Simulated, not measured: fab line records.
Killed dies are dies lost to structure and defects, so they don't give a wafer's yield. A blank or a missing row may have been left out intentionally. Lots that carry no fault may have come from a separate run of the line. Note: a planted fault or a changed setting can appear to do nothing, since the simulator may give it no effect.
Which of the tools did it? || flow n5 finfet || 10 lots with 28 wafers sampled at 6 steps, on a route of 1938 steps

== WHAT EACH GAUGE READ, for each wafer ==
N5_BEOL_M13_THK_MEAS_01.
{"lot": "L347", "measured": "day 10 18:19", "on": "film metro-01", "M13_ILD_THK (nm)": "834 836"}
{"lot": "L349", "measured": "day 11 06:11", "on": "film metro-01", "M13_ILD_THK (nm)": "826 839 834"}
{"lot": "L351", "measured": "day 11 21:28", "on": "film metro-01", "M13_ILD_THK (nm)": "838 835 828"}
{"lot": "L353", "measured": "day 12 04:59", "on": "film metro-01", "M13_ILD_THK (nm)": "834 830 853"}
{"lot": "L356", "measured": "day 12 05:38", "on": "film metro-02", "M13_ILD_THK (nm)": "830 837 842"}
{"lot": "L355", "measured": "day 12 06:06", "on": "film metro-02", "M13_ILD_THK (nm)": "818 836 828"}
{"lot": "L359", "measured": "day 13 17:11", "on": "film metro-02", "M13_ILD_THK (nm)": "833 822 853"}
{"lot": "L362", "measured": "day 14 04:13", "on": "film metro-02", "M13_ILD_THK (nm)": "827 839"}
{"lot": "L366", "measured": "day 15 18:04", "on": "film metro-01", "M13_ILD_THK (nm)": "846 846 848"}
{"lot": "L368", "measured": "day 16 12:24", "on": "film metro-01", "M13_ILD_THK (nm)": "838 838 841"}

N5_BEOL_M13_CD_MEAS_17: the cd target is 190 nm.
{"lot": "L347", "measured": "day 10 19:22", "on": "cd sem-01", "cd nm (nm)": "187.6 187.1"}
{"lot": "L349", "measured": "day 11 07:17", "on": "cd sem-03", "cd nm (nm)": "189.8 191.6 187.7"}
{"lot": "L351", "measured": "day 11 22:41", "on": "cd sem-03", "cd nm (nm)": "188.8 189.9 188.8"}
{"lot": "L353", "measured": "day 12 05:54", "on": "cd sem-02", "cd nm (nm)": "186.1 187.4 190.8"}
{"lot": "L356", "measured": "day 12 06:41", "on": "cd sem-01", "cd nm (nm)": "190.4 188.9 189.5"}
{"lot": "L355", "measured": "day 12 07:01", "on": "cd sem-02", "cd nm (nm)": "187.8 189.3 188.7"}
{"lot": "L359", "measured": "day 13 18:08", "on": "cd sem-02", "cd nm (nm)": "189.3 187.3 189.7"}
{"lot": "L362", "measured": "day 14 05:16", "on": "cd sem-02", "cd nm (nm)": "196.1 193.4"}
{"lot": "L366", "measured": "day 15 19:07", "on": "cd sem-03", "cd nm (nm)": "189.4 190.2 190.5"}
{"lot": "L368", "measured": "day 16 13:42", "on": "cd sem-02", "cd nm (nm)": "188.2 189.1 187.4"}

N5_BEOL_M13_CD_MEAS_28: the cd target is 209.5 nm.
{"lot": "L347", "measured": "day 10 19:41", "on": "cd sem-01", "cd nm (nm)": "212.1 211.2"}
{"lot": "L349", "measured": "day 11 07:37", "on": "cd sem-03", "cd nm (nm)": "210.9 208.4 209.4"}
{"lot": "L351", "measured": "day 11 23:08", "on": "cd sem-03", "cd nm (nm)": "208.6 208.7 211.2"}
{"lot": "L353", "measured": "day 12 06:14", "on": "cd sem-02", "cd nm (nm)": "211.0 209.8 211.2"}
{"lot": "L356", "measured": "day 12 07:08", "on": "cd sem-02", "cd nm (nm)": "210.3 211.7 212.6"}
{"lot": "L355", "measured": "day 12 07:28", "on": "cd sem-01", "cd nm (nm)": "209.9 212.5 210.1"}
{"lot": "L359", "measured": "day 13 18:28", "on": "cd sem-02", "cd nm (nm)": "211.0 209.0 207.9"}
{"lot": "L362", "measured": "day 14 05:35", "on": "cd sem-02", "cd nm (nm)": "208.2 211.5"}
{"lot": "L366", "measured": "day 15 19:26", "on": "cd sem-03", "cd nm (nm)": "210.5 210.2 209.9"}
{"lot": "L368", "measured": "day 16 14:02", "on": "cd sem-01", "cd nm (nm)": "211.5 210.3 211.2"}

== TOOL THAT RAN EACH LOT (tool first, then ch and the chambers of the sampled wafers, then the start) ==
{"lot": "L347", "N5_BEOL_M13_DESCUM_15": "rie diel-02 ch 3, day 10 18:50", "N5_BEOL_M13_ETCH_59": "rie diel-02 ch 3, day 10 18:52", "N5_BEOL_M13_STRIP_63": "plasma asher-02 ch 0, day 10 19:10"}
{"lot": "L349", "N5_BEOL_M13_DESCUM_15": "rie diel-01 ch 0,1,3, day 11 06:45", "N5_BEOL_M13_ETCH_59": "rie diel-01 ch 0,1,3, day 11 06:47", "N5_BEOL_M13_STRIP_63": "plasma asher-02 ch 0,1, day 11 07:04"}
{"lot": "L351", "N5_BEOL_M13_DESCUM_15": "rie diel-02 ch 1,3, day 11 22:00", "N5_BEOL_M13_ETCH_59": "rie diel-02 ch 1,3, day 11 22:03", "N5_BEOL_M13_STRIP_63": "plasma asher-02 ch 0,1, day 11 22:29"}
{"lot": "L353", "N5_BEOL_M13_DESCUM_15": "rie diel-02 ch 1,3, day 12 05:22", "N5_BEOL_M13_ETCH_59": "rie diel-02 ch 1,3, day 12 05:25", "N5_BEOL_M13_STRIP_63": "plasma asher-01 ch 1, day 12 05:41"}
{"lot": "L356", "N5_BEOL_M13_DESCUM_15": "rie diel-03 ch 1,2, day 12 06:10", "N5_BEOL_M13_ETCH_59": "rie diel-03 ch 1,2, day 12 06:11", "N5_BEOL_M13_STRIP_63": "plasma asher-01 ch 0,1, day 12 06:29"}
{"lot": "L355", "N5_BEOL_M13_DESCUM_15": "rie diel-01 ch 0,3, day 12 06:29", "N5_BEOL_M13_ETCH_59": "rie diel-01 ch 0,3, day 12 06:32", "N5_BEOL_M13_STRIP_63": "plasma asher-02 ch 0,1, day 12 06:49"}
{"lot": "L359", "N5_BEOL_M13_DESCUM_15": "rie diel-03 ch 0,2,3, day 13 17:34", "N5_BEOL_M13_ETCH_59": "rie diel-03 ch 0,2,3, day 13 17:37", "N5_BEOL_M13_STRIP_63": "plasma asher-02 ch 0,1, day 13 17:54"}
{"lot": "L362", "N5_BEOL_M13_DESCUM_15": "rie diel-01 ch 0,3, day 14 04:44", "N5_BEOL_M13_ETCH_59": "rie diel-01 ch 0,3, day 14 04:46", "N5_BEOL_M13_STRIP_63": "plasma asher-02 ch 0,1, day 14 05:04"}
{"lot": "L366", "N5_BEOL_M13_DESCUM_15": "rie diel-03 ch 0,3, day 15 18:34", "N5_BEOL_M13_ETCH_59": "rie diel-03 ch 0,3, day 15 18:37", "N5_BEOL_M13_STRIP_63": "plasma asher-02 ch 0,1, day 15 18:55"}
{"lot": "L368", "N5_BEOL_M13_DESCUM_15": "rie diel-02 ch 0,1,3, day 16 13:09", "N5_BEOL_M13_ETCH_59": "rie diel-02 ch 0,1,3, day 16 13:11", "N5_BEOL_M13_STRIP_63": "plasma asher-01 ch 0,1, day 16 13:29"}
- N5_BEOL_M13_DESCUM_15: chemistry O2, time 7.9 s.
- N5_BEOL_M13_ETCH_59: etches BARC in N2/H2, target depth 89 nm, overetch 26.7 nm, time 67.9 s.
- N5_BEOL_M13_STRIP_63: strips in N2/H2.

== WHAT THE TOOLS THEMSELVES READ (means of the sampled wafers that have a number; where no wafer has one, the mark that the record gives instead) ==
N5_BEOL_M13_DESCUM_15.
{"lot": "L347", "tool": "rie diel-02", "drypump motor current A (A)": 5.5, "oes product au (a.u.)": 0.93, "rf vpp V (V)": 245.2, "showerhead plenum p Torr (Torr)": 2.23, "throttle valve pct (%)": 20.14}
{"lot": "L349", "tool": "rie diel-01", "drypump motor current A (A)": 6.0, "oes product au (a.u.)": 0.81, "rf vpp V (V)": 244.4, "showerhead plenum p Torr (Torr)": 2.14, "throttle valve pct (%)": 20.39}
{"lot": "L351", "tool": "rie diel-02", "drypump motor current A (A)": 5.7, "oes product au (a.u.)": 0.79, "rf vpp V (V)": 243.8, "showerhead plenum p Torr (Torr)": 2.14, "throttle valve pct (%)": 20.25}
{"lot": "L353", "tool": "rie diel-02", "drypump motor current A (A)": 5.6, "oes product au (a.u.)": 0.84, "rf vpp V (V)": 243.9, "showerhead plenum p Torr (Torr)": 2.18, "throttle valve pct (%)": 20.22}
{"lot": "L356", "tool": "rie diel-03", "drypump motor current A (A)": 5.3, "oes product au (a.u.)": 0.80, "rf vpp V (V)": 243.2, "showerhead plenum p Torr (Torr)": 2.07, "throttle valve pct (%)": 20.21}
{"lot": "L355", "tool": "rie diel-01", "drypump motor current A (A)": 6.0, "oes product au (a.u.)": 0.82, "rf vpp V (V)": 243.3, "showerhead plenum p Torr (Torr)": 2.09, "throttle valve pct (%)": 20.36}
{"lot": "L359", "tool": "rie diel-03", "drypump motor current A (A)": 5.8, "oes product au (a.u.)": 0.76, "rf vpp V (V)": 243.0, "showerhead plenum p Torr (Torr)": 2.10, "throttle valve pct (%)": 20.47}
{"lot": "L362", "tool": "rie diel-01", "drypump motor current A (A)": 6.0, "oes product au (a.u.)": 0.78, "rf vpp V (V)": 242.3, "showerhead plenum p Torr (Torr)": 2.09, "throttle valve pct (%)": 20.42}
{"lot": "L366", "tool": "rie diel-03", "drypump motor current A (A)": 6.4, "oes product au (a.u.)": 0.71, "rf vpp V (V)": 243.1, "showerhead plenum p Torr (Torr)": 2.11, "throttle valve pct (%)": 20.64}
{"lot": "L368", "tool": "rie diel-02", "drypump motor current A (A)": 5.5, "oes product au (a.u.)": 0.83, "rf vpp V (V)": 243.3, "showerhead plenum p Torr (Torr)": 2.15, "throttle valve pct (%)": 20.25}

N5_BEOL_M13_ETCH_59.
{"lot": "L347", "tool": "rie diel-02", "drypump motor current A (A)": 5.6, "oes product au (a.u.)": 0.79, "rf vpp V (V)": 528.3, "showerhead plenum p Torr (Torr)": 2.72, "throttle valve pct (%)": 17.52}
{"lot": "L349", "tool": "rie diel-01", "drypump motor current A (A)": 6.0, "oes product au (a.u.)": 0.69, "rf vpp V (V)": 526.0, "showerhead plenum p Torr (Torr)": 2.59, "throttle valve pct (%)": 17.78}
{"lot": "L351", "tool": "rie diel-02", "drypump motor current A (A)": 5.7, "oes product au (a.u.)": 0.68, "rf vpp V (V)": 525.3, "showerhead plenum p Torr (Torr)": 2.59, "throttle valve pct (%)": 17.64}
{"lot": "L353", "tool": "rie diel-02", "drypump motor current A (A)": 5.7, "oes product au (a.u.)": 0.72, "rf vpp V (V)": 526.1, "showerhead plenum p Torr (Torr)": 2.65, "throttle valve pct (%)": 17.60}
{"lot": "L356", "tool": "rie diel-03", "drypump motor current A (A)": 5.3, "oes product au (a.u.)": 0.69, "rf vpp V (V)": 524.4, "showerhead plenum p Torr (Torr)": 2.53, "throttle valve pct (%)": 17.73}
{"lot": "L355", "tool": "rie diel-01", "drypump motor current A (A)": 6.0, "oes product au (a.u.)": 0.69, "rf vpp V (V)": 523.5, "showerhead plenum p Torr (Torr)": 2.55, "throttle valve pct (%)": 17.84}
{"lot": "L359", "tool": "rie diel-03", "drypump motor current A (A)": 5.9, "oes product au (a.u.)": 0.64, "rf vpp V (V)": 525.1, "showerhead plenum p Torr (Torr)": 2.55, "throttle valve pct (%)": 17.97}
{"lot": "L362", "tool": "rie diel-01", "drypump motor current A (A)": 6.0, "oes product au (a.u.)": 0.66, "rf vpp V (V)": 523.9, "showerhead plenum p Torr (Torr)": 2.54, "throttle valve pct (%)": 17.89}
{"lot": "L366", "tool": "rie diel-03", "drypump motor current A (A)": 6.5, "oes product au (a.u.)": 0.61, "rf vpp V (V)": 523.7, "showerhead plenum p Torr (Torr)": 2.57, "throttle valve pct (%)": 18.16}
{"lot": "L368", "tool": "rie diel-02", "drypump motor current A (A)": 5.5, "oes product au (a.u.)": 0.70, "rf vpp V (V)": 525.5, "showerhead plenum p Torr (Torr)": 2.59, "throttle valve pct (%)": 17.62}

N5_BEOL_M13_STRIP_63.
{"lot": "L347", "tool": "plasma asher-02", "drypump motor current A (A)": 5.7, "heater power w (W)": 348, "oes product au (a.u.)": 0.670, "strip time to endpoint s (s)": 27.6}
{"lot": "L349", "tool": "plasma asher-02", "drypump motor current A (A)": 6.4, "heater power w (W)": 370, "oes product au (a.u.)": 0.678, "strip time to endpoint s (s)": 28.3}
{"lot": "L351", "tool": "plasma asher-02", "drypump motor current A (A)": 6.0, "heater power w (W)": 355, "oes product au (a.u.)": 0.670, "strip time to endpoint s (s)": 28.1}
{"lot": "L353", "tool": "plasma asher-01", "drypump motor current A (A)": 5.9, "heater power w (W)": 396, "oes product au (a.u.)": 0.674, "strip time to endpoint s (s)": 27.6}
{"lot": "L356", "tool": "plasma asher-01", "drypump motor current A (A)": 5.8, "heater power w (W)": 367, "oes product au (a.u.)": 0.673, "strip time to endpoint s (s)": 28.6}
{"lot": "L355", "tool": "plasma asher-02", "drypump motor current A (A)": 6.0, "heater power w (W)": 356, "oes product au (a.u.)": 0.675, "strip time to endpoint s (s)": 27.9}
{"lot": "L359", "tool": "plasma asher-02", "drypump motor current A (A)": 6.4, "heater power w (W)": 366, "oes product au (a.u.)": 0.675, "strip time to endpoint s (s)": 28.7}
{"lot": "L362", "tool": "plasma asher-02", "drypump motor current A (A)": 6.2, "heater power w (W)": 362, "oes product au (a.u.)": 0.663, "strip time to endpoint s (s)": 22.6}
{"lot": "L366", "tool": "plasma asher-02", "drypump motor current A (A)": 6.4, "heater power w (W)": 364, "oes product au (a.u.)": 0.675, "strip time to endpoint s (s)": 28.2}
{"lot": "L368", "tool": "plasma asher-01", "drypump motor current A (A)": 5.8, "heater power w (W)": 373, "oes product au (a.u.)": 0.669, "strip time to endpoint s (s)": 27.9}

== THE ANSWER, worked out from the rows above alone ==
Rule: the lots themselves supply what counts as usual. Put in order of their means at a reading, lots are off if they are a third of the lots or fewer, leave a main group of 4 or more, and stand apart from it by a gap of 3 or more times the standard deviation of the main group's means; of several such gaps the widest counts. Not used: any main group whose means are identical at the precision the tables above print for the reading. A lot without any number at a reading at which 4 lots or more have one is off too. All remaining lots with rows at the step are treated as sound. After the gauges, taken in route order, come the tools' own readings; for these a lot's mean is taken, as printed above. At the first step where some lot is off, the reading lying furthest off is the one used; lots without a number count as furthest.
Off: L362 (N5_BEOL_M13_CD_MEAS_17, cd nm). For the main group the mean is 188.8 nm and the standard deviation 0.82.
If a tool, at a process step before that reading, ran all the lots that are off and no sound lot after the first of them, it fits. Not tried: the gauges at N5_BEOL_M13_CD_MEAS_17; whatever is off there is also off at N5_BEOL_M13_STRIP_63, on other tools, and gauge error can't account for it. One candidate fits, namely rie diel-01 at N5_BEOL_M13_DESCUM_15 and N5_BEOL_M13_ETCH_59. At N5_BEOL_M13_DESCUM_15 its last sound lot is L355 (day 12 06:29), its first lot that is off L362 (day 14 04:44): a fault that began between those two fits.

== WHAT THE SIMULATOR HAD INSERTED ==
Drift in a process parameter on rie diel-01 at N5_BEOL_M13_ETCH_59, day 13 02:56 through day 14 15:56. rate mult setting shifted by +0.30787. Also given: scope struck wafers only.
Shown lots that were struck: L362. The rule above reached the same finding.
